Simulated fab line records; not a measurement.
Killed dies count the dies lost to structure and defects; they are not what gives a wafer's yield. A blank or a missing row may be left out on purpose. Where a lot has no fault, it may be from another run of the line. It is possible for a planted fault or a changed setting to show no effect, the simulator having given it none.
Matching of chambers    flow nandHarc    NHARC_A_CHANNEL_HOLE_D1_ETCH_16 on rieDiel-06 has 4 sister chambers
The step etches the open film in O2/COS, target depth 3100 nm, time 806 s. 14 wafers are shown with their chamber, then 7 later ones without.

WAFERS, EACH WITH ITS CHAMBER
wafer   chamber  drypumpMotorCurrentA (A)  showerheadPlenumPTorr (Torr)  rfVppV (V)
L483.1  2        5.0                       2.99                          310.8
L483.5  3        5.0                       3.02                          311.0
L483.6  2        5.0                       2.99                          312.3
L488.1  1        6.2                       2.91                          310.9
L488.2  0        5.6                       3.10                          313.3
L488.3  3        5.0                       3.01                          311.8
L496.2  0        5.6                       3.09                          314.6
L496.4  3        5.0                       3.01                          312.1
L496.6  3        5.0                       3.01                          313.3
L497.1  0        5.6                       3.09                          314.2
L497.2  1        6.2                       2.91                          311.3
L497.4  2        5.0                       2.98                          310.5
L498.3  1        6.2                       2.91                          310.0
L498.4  3        5.1                       3.01                          312.4

SIGNATURES (means of the wafers above)
reading                chamber 0  chamber 1  chamber 2  chamber 3  scatter within a chamber
drypumpMotorCurrentA   5.600      6.200      5.000      5.020      0.0283
showerheadPlenumPTorr  3.0933     2.9100     2.9867     3.0120     0.00462
rfVppV                 314.033    310.733    311.200    312.120    0.804
Rule: for each reading, subtract the chamber's mean from the wafer's reading, divide by that reading's scatter and square the result; add these up over the readings and take the root, which gives the wafer's distance from the chamber. The wafer belongs to the nearest chamber; if the next one is less than 2 further off, it can't be placed. How the scatter is found: for the shown wafers, subtract from each reading the mean of its chamber, square and add these, divide the total by (wafers less chambers), then take the root.

WAFERS WITHOUT THEIR CHAMBER
wafer   drypumpMotorCurrentA (A)  showerheadPlenumPTorr (Torr)  rfVppV (V)
L498.5  5.6                       3.09                          313.7
L500.2  5.6                       3.09                          313.3
L500.3  6.2                       2.90                          311.3
L500.4  5.1                       3.01                          312.2
L499.2  5.0                       2.98                          314.4
L499.3  6.2                       2.90                          311.1
L499.5  6.2                       2.90                          312.3

CHAMBER TAKEN BY EACH
wafer   from the rows above  in truth
L498.5  0                    0
L500.2  0                    0
L500.3  1                    1
L500.4  3                    3
L499.2  2                    2
L499.3  1                    1
L499.5  1                    1
Placed correctly: 7 of 7. Number that these rows cannot place: 0. 0 placed wrongly.
